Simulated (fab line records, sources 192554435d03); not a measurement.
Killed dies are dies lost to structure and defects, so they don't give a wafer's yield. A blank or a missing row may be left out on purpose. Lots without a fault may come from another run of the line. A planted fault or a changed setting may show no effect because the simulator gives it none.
Split-lot experiment | flow n5_finfet | 7 lots, 39 wafers read, on a route of 1938 steps

THE SPLIT
At N5_BEOL_M4_VIA_ETCH_34 (etches the open film in C4F6/O2, target depth 69.4 nm, time 65.9 s), the setting target_depth_a was moved away from the recipe's 694 angstrom on 15 of the 39 wafers read, by +20.2% to +54.6%. The other wafers ran this setting at the recipe's value.

The reading is taken at the split's own step.

THE READING
SOC_of_BEOL_M4_COAT_67.thk_nm (the simulator's own value, which no gauge read), in nm, at N5_BEOL_M4_VIA_ETCH_34 (etches the open film in C4F6/O2, target depth 69.4 nm, time 65.9 s). The file gives no usual value for it. The 24 wafers here that ran the recipe average 51.9 nm, standard deviation 0.23 nm.

wafer  | tool, chamber at the split | target_depth_a as run, angstrom | against the recipe | SOC_of_BEOL_M4_COAT_67.thk_nm, nm | against lot-mates on the recipe
L075.1 | rie_diel-01, 3             | 981.5                           | +41.4%             | 48.2                              | -3.7
L075.2 | rie_diel-01, 1             | 981.5                           | +41.4%             | 48.6                              | -3.3
L075.3 | rie_diel-01, 0             | 694                             | recipe             | 52                                | -
L075.4 | rie_diel-01, 2             | 981.5                           | +41.4%             | 48.4                              | -3.5
L075.5 | rie_diel-01, 1             | 694                             | recipe             | 52                                | -
L075.6 | rie_diel-01, 2             | 694                             | recipe             | 51.8                              | -
L076.1 | rie_diel-03, 0             | 694                             | recipe             | 51.8                              | -
L076.2 | rie_diel-03, 3             | 694                             | recipe             | 51.8                              | -
L076.3 | rie_diel-03, 2             | 694                             | recipe             | 51.8                              | -
L076.4 | rie_diel-03, 0             | 694                             | recipe             | 51.8                              | -
L076.5 | rie_diel-03, 3             | 694                             | recipe             | 51.6                              | -
L076.6 | rie_diel-03, 2             | 694                             | recipe             | 51.8                              | -
L083.1 | rie_diel-04, 0             | 893.8                           | +28.8%             | 49.6                              | -2.0
L083.2 | rie_diel-04, 1             | 694                             | recipe             | 51.6                              | -
L083.3 | rie_diel-04, 3             | 694                             | recipe             | 51.6                              | -
L083.4 | rie_diel-04, 2             | 694                             | recipe             | 51.6                              | -
L083.5 | rie_diel-04, 2             | 893.8                           | +28.8%             | 49.6                              | -2.0
L083.6 | rie_diel-04, 3             | 893.8                           | +28.8%             | 49.2                              | -2.4
L088.1 | rie_diel-03, 1             | 1007                            | +45.1%             | 48.8                              | -3.5
L088.2 | rie_diel-03, 3             | 1007                            | +45.1%             | 48.4                              | -3.9
L088.3 | rie_diel-03, 2             | 694                             | recipe             | 52.4                              | -
L088.4 | rie_diel-03, 2             | 694                             | recipe             | 52.4                              | -
L088.5 | rie_diel-03, 3             | 694                             | recipe             | 52                                | -
L088.6 | rie_diel-03, 1             | 1007                            | +45.1%             | 48.6                              | -3.7
L090.1 | rie_diel-03, 2             | 834.5                           | +20.2%             | 50.8                              | -1.2
L090.2 | rie_diel-03, 0             | 834.5                           | +20.2%             | 50.2                              | -1.8
L090.3 | rie_diel-03, 3             | 694                             | recipe             | 52                                | -
L090.4 | rie_diel-03, 3             | 834.5                           | +20.2%             | 50.2                              | -1.8
L090.5 | rie_diel-03, 2             | 694                             | recipe             | 52.2                              | -
L090.6 | rie_diel-03, 0             | 694                             | recipe             | 51.8                              | -
L094.1 | rie_diel-01, 2             | 694                             | recipe             | 51.8                              | -
L094.5 | rie_diel-01, 1             | 694                             | recipe             | 51.8                              | -
L094.6 | rie_diel-01, 0             | 694                             | recipe             | 51.8                              | -
L097.1 | rie_diel-03, 0             | 1073                            | +54.6%             | 47.4                              | -4.7
L097.2 | rie_diel-03, 3             | 1073                            | +54.6%             | 47.2                              | -4.9
L097.3 | rie_diel-03, 1             | 1073                            | +54.6%             | 47.6                              | -4.5
L097.4 | rie_diel-03, 2             | 694                             | recipe             | 52.2                              | -
L097.5 | rie_diel-03, 2             | 694                             | recipe             | 52.2                              | -
L097.6 | rie_diel-03, 3             | 694                             | recipe             | 51.8                              | -

THE FIT
A straight line over all 39 wafers: SOC_of_BEOL_M4_COAT_67.thk_nm changes by -0.0804 nm for each +1% of target_depth_a; r = -0.99; the points scatter about the line by 0.25 nm.
The same after taking each lot's own level away (the mean of its wafers on the recipe; 39 wafers): -0.0833 nm for each +1%; r = -0.99; scatter 0.18 nm.
On that fit, the largest move of target_depth_a shifts the reading by 4.5 nm.
The lots' own levels span 51.60 to 52.27 nm, that is 2.9 times the standard deviation above.
So the lot-to-lot level changes the slope little: the two slopes agree.
Check: with one of the wafers moved furthest among these (+54.6%) left out of the fit, the line predicts -4.51 nm for it against its lot-mates. It came out at -4.67 nm against them.

OTHER SPLITS ON THESE WAFERS
These wafers also went through other splits before the reading. Each is held against what the fit with the lots' levels taken away leaves over:
other split on the same wafers                    | wafers away from the commonest value | r with SOC_of_BEOL_M4_COAT_67.thk_nm (lot level and that fit taken away)
N5_ZERO_LAYER_PECVD_02 time_s                     | 12                                   | +0.00
N5_PMOS_HMC_CHANNEL_EPI_DEVELOP_08 develop_time_s | 12                                   | +0.16
N5_SD_EPI_N_EPI_21 epi_growth_time_s              | 12                                   | -0.08
N5_BEOL_M0_TRENCH_ETCH_107 target_depth_a         | 12                                   | -0.09

THE WHOLE CHAIN: every reading that the file lists as answering this split, in the file's order
step                   | what it does                                                       | reading                                                                        | change (the file's fit)                | r (the file's)
N5_BEOL_M4_VIA_ETCH_34 | etches the open film in C4F6/O2, target depth 69.4 nm, time 65.9 s | etch.depth_nm (the simulator's own value, which no gauge read)                 | +0.708 nm for each +1% of the setting  | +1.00
N5_BEOL_M4_VIA_ETCH_34 | etches the open film in C4F6/O2, target depth 69.4 nm, time 65.9 s | SOC_of_BEOL_M4_COAT_67.thk_nm (the simulator's own value, which no gauge read) | -0.0828 nm for each +1% of the setting | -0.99

THE FILE'S OWN FIT
SOC_of_BEOL_M4_COAT_67.thk_nm changes by -0.0828 nm for each +1% of target_depth_a, r = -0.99.
